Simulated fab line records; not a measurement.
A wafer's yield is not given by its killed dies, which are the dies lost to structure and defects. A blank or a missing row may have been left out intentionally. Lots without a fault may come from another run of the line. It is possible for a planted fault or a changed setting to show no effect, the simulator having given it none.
Comparing a struck lot with a sound one || flow nand-harc || 15 out of 1159 route steps
Sound: the wafers L514.2, L514.4, L514.6. The struck wafers were L515.1, L515.3, L515.4. Last of all comes the cause.
Per side, at each step with rows, come the tool, then ch with its chambers, and then its first start. Under that, the readings that differ: sound wafers || struck wafers || difference of the means || sigmas: that difference in standard deviations of wafers without a fault.
alike: readings with means less than 2 such deviations apart, plus words and numbers identical on both sides. not compared: withheld readings, readings lacking a value on some wafer, bounds such as >300 that could conceal the same value, and numbers that have no deviation in the record and whose values overlap.
Wherever a step has rows on one side only, a row that says differs or no value, or a row with sigmas, the two part there. Numbers that have no deviation but don't overlap get no sigmas and don't part them. A reading that every wafer of one side lacks parts them only if that side has two wafers or more.

NHARC_A_SGD_CUT_THK_MEAS_22: measures by ellipsometry.
  sound on film-metro-01, day 14 17:27; struck on film-metro-01, day 14 23:30
  alike: thk-nm
then, 2 steps without rows for these wafers: NHARC_A_SGD_CUT_SRD_23; NHARC_A_SGD_CUT_ETCH_26 (etches SiO2 in dHF, target depth 45.8 nm).
NHARC_A_SGD_CUT_ETCHBACK_24: etches the open film in CH3F/O2, target depth 50 nm, time 92.857 s.
  sound on rie-diel-09 ch 1,2, day 14 17:40; struck on rie-diel-03 ch 1,2,3, day 14 23:43
{"reading": "oes-product-au (a.u.)", "sound": "0.93 0.93 0.93", "struck": "1.02 1.01 1.00", "difference": "+0.08", "sigmas": "+2"}
  alike: drypump-motor-current-A, rf-vpp-V, showerhead-plenum-p-Torr, throttle-valve-pct
  not compared: rf-hours-counter-h
NHARC_A_SGD_CUT_STRIP_28: strips in O2, time 20 s.
  sound on rie-diel-09 ch 1,2; struck on rie-diel-03 ch 0,1,3
  alike: drypump-motor-current-A, oes-product-au, rf-vpp-V, showerhead-plenum-p-Torr, throttle-valve-pct
  not compared: rf-hours-counter-h
NHARC_A_SGD_CUT_INSPECT_25:
  sound on defect-inspect-01, day 14 17:57; struck on defect-inspect-01, day 14 23:58
  alike: raw-defect-count
NHARC_A_SLIT_DEP_25: deposits SiO2, target thk 200 nm.
  sound on pecvd-01 ch 0,2, day 14 18:06; struck on pecvd-01 ch 0,2, day 15 00:16
  alike: heater-power-outer-w, heater-power-w, throttle-valve-pct
NHARC_A_SLIT_DEP_00: deposits aC, target thk 3200 nm.
  sound on acl-dep-02 ch 0, day 14 18:41; struck on acl-dep-01 ch 0, day 15 02:20
  alike: throttle-valve-pct
NHARC_A_SLIT_DEP_23: deposits SiON, target thk 100 nm.
  sound on pecvd-02 ch 0,1,2, day 14 20:22; struck on pecvd-04 ch 0,1,2, day 15 04:20
  alike: heater-power-outer-w, heater-power-w
then, 3 steps without rows for these wafers: NHARC_A_SLIT_DEHYDRATE_01 (time 120 s); NHARC_A_SLIT_HMDS_02 (time 30 s); NHARC_A_SLIT_COAT_03 (resist thk 90 nm).
NHARC_A_SLIT_SOFTBAKE_04: time 55 s.
  sound on litho-track-04 ch 0, day 14 20:00; struck on litho-track-04 ch 0, day 15 04:00
{"reading": "heater-power-total-W (W)", "sound": "188.35 188.37 188.45", "struck": "209.45 209.77 209.38", "difference": "+21.14", "sigmas": "+99 or more"}
next, for these wafers, 1 step has no rows: NHARC_A_SLIT_EBR_05.
-- break in the record here, with 5 days between the starts of the struck wafers on either side (left off in module A_SLIT, picked up again in module END, where the first step shown is number 1159 on the route) --
NHARC_END_SORT_01:
  sound on prober-02 ch 0, day 20 03:58; struck on prober-02 ch 0, day 20 11:04
  alike: killed-at-array, killed-at-other, killed-at-periphery, killed-dies, killed-open, killed-short

WHERE THEY PART
At NHARC_A_SGD_CUT_ETCHBACK_24 first; at NHARC_A_SLIT_SOFTBAKE_04 last (within this record only). Later steps at which nothing parts them and some readings are alike: NHARC_END_SORT_01.

WHY: what had been put in by the simulator
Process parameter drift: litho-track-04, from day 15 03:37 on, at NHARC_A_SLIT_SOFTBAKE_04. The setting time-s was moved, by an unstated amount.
